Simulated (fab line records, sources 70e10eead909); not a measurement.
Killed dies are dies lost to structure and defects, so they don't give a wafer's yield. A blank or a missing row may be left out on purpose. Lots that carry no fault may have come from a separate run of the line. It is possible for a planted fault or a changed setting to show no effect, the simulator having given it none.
Code-filled problem report in 8D (eight disciplines) form || flow nand_harc || the parts of the form that need people (team, actions taken, sign-off) are left out

== 1. THE PROBLEM ==
Wafers without a fault read 620.01 C, standard deviation 0.054; tube_center_temp_C at NHARC_A_CHANNEL_FILL_D2_CVD_09 reads a mean of 576.82 C on 9 wafers belonging to 3 lots. So: -99 or more standard deviations from the usual mean.
The step: deposits poly-Si, target thk 150 nm, time 3000 s.
The first sign was on wafer L492.3 at day 19 06:23, on lpcvd_poly-04. The record has a number at this step for 33 wafers belonging to 11 lots. By rule, "out" or "out of limits" means more than 4 standard deviations away from the usual mean. The rest of the wafers with a number are treated as sound.

== 2. WHAT IT IS, WHAT IT ISN'T ==
{"question": "which readings at this step", "is": "tube_center_temp_C, spike_tc_bottom_C, spike_tc_centre_C, spike_tc_lower_C, spike_tc_top_C, spike_tc_upper_C", "is not": "pressure_mtorr"}
{"question": "which lots", "is": "L492, L493, L496", "is not": "L484, L486, L488, L503, L504, L505, L506, L507"}
{"question": "which wafers of those lots", "is": "all that have a number", "is not": "-"}
{"question": "read on which tools", "is": "lpcvd_poly-04", "is not": "lpcvd_poly-03"}
{"question": "when", "is": "from day 19 06:23", "is not": "up to then (9 sound wafers); but 15 sound wafers of L503, L504, L505, L506, L507 came after"}

== 3. SUSPECTS, AND WHAT RULES EACH OUT ==
Counting: a tool at a process step up to the reading stays a suspect if it ran every lot that is out and no sound lot after the first of them.
- lpcvd_poly-04 at NHARC_A_CHANNEL_FILL_D2_CVD_09 (deposits poly-Si, target thk 150 nm, time 3000 s): ruled out as a lasting fault. After its first lot that is out, L492 (day 19 06:23), sound lots L504, L506 ran on it.
Left after counting: nothing in the record.

== 4. THE CAUSE (what the simulator had put in) ==
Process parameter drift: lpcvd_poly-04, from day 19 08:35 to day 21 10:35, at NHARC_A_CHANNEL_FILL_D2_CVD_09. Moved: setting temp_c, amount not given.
Counting ruled it out, wrongly.

== 5. SEQUENCE OF EFFECTS, ordered by route ==
One row per reading whose mean, taken over the struck wafers that have a number, lies over 3 standard deviations from the usual. Scope: only readings with a usual standard deviation given in the record; hours: median across lots of the time from each lot's start at the first step in this table that gives one to its start at this step; sigmas: change in usual standard deviations.
{"hours": 0, "step": "NHARC_A_CHANNEL_FILL_D2_CVD_09", "reading": "spike_tc_bottom_C", "usual": "639 C", "on struck wafers": 600, "change": -39, "sigmas": -8.7}
{"hours": 0, "step": "NHARC_A_CHANNEL_FILL_D2_CVD_09", "reading": "spike_tc_centre_C", "usual": "621.4 C", "on struck wafers": 579.9, "change": -41.5, "sigmas": -26}
{"hours": 0, "step": "NHARC_A_CHANNEL_FILL_D2_CVD_09", "reading": "spike_tc_lower_C", "usual": "620.4 C", "on struck wafers": 578.4, "change": -42.0, "sigmas": -28}
{"hours": 0, "step": "NHARC_A_CHANNEL_FILL_D2_CVD_09", "reading": "spike_tc_top_C", "usual": "639 C", "on struck wafers": 598, "change": -41, "sigmas": -12}
{"hours": 0, "step": "NHARC_A_CHANNEL_FILL_D2_CVD_09", "reading": "spike_tc_upper_C", "usual": "618.5 C", "on struck wafers": 575.3, "change": -43.2, "sigmas": -39}
{"hours": 0, "step": "NHARC_A_CHANNEL_FILL_D2_CVD_09", "reading": "tube_center_temp_C", "usual": "620.01 C", "on struck wafers": 576.82, "change": -43.19, "sigmas": "-99 or more"}
{"hours": 3, "step": "NHARC_A_CHANNEL_FILL_D2_CMP_10", "reading": "time_to_endpoint_s", "usual": "15.0 s", "on struck wafers": 6.0, "change": -9.0, "sigmas": -3.6}
It contains these process steps:
- NHARC_A_CHANNEL_FILL_D2_CVD_09: deposits poly-Si, target thk 150 nm, time 3000 s.
- NHARC_A_CHANNEL_FILL_D2_CMP_10: polishes, target thk 150 nm.
Later steps that measure or inspect, where all struck wafers having a row at the step show a number for every such reading and not one has moved that far: NHARC_A_CHANNEL_FILL_D2_INSPECT_13.

== 6. HOW IT WOULD HAVE BEEN CAUGHT EARLIER ==
In this record the first reading out of limits was taken at day 19 06:23.
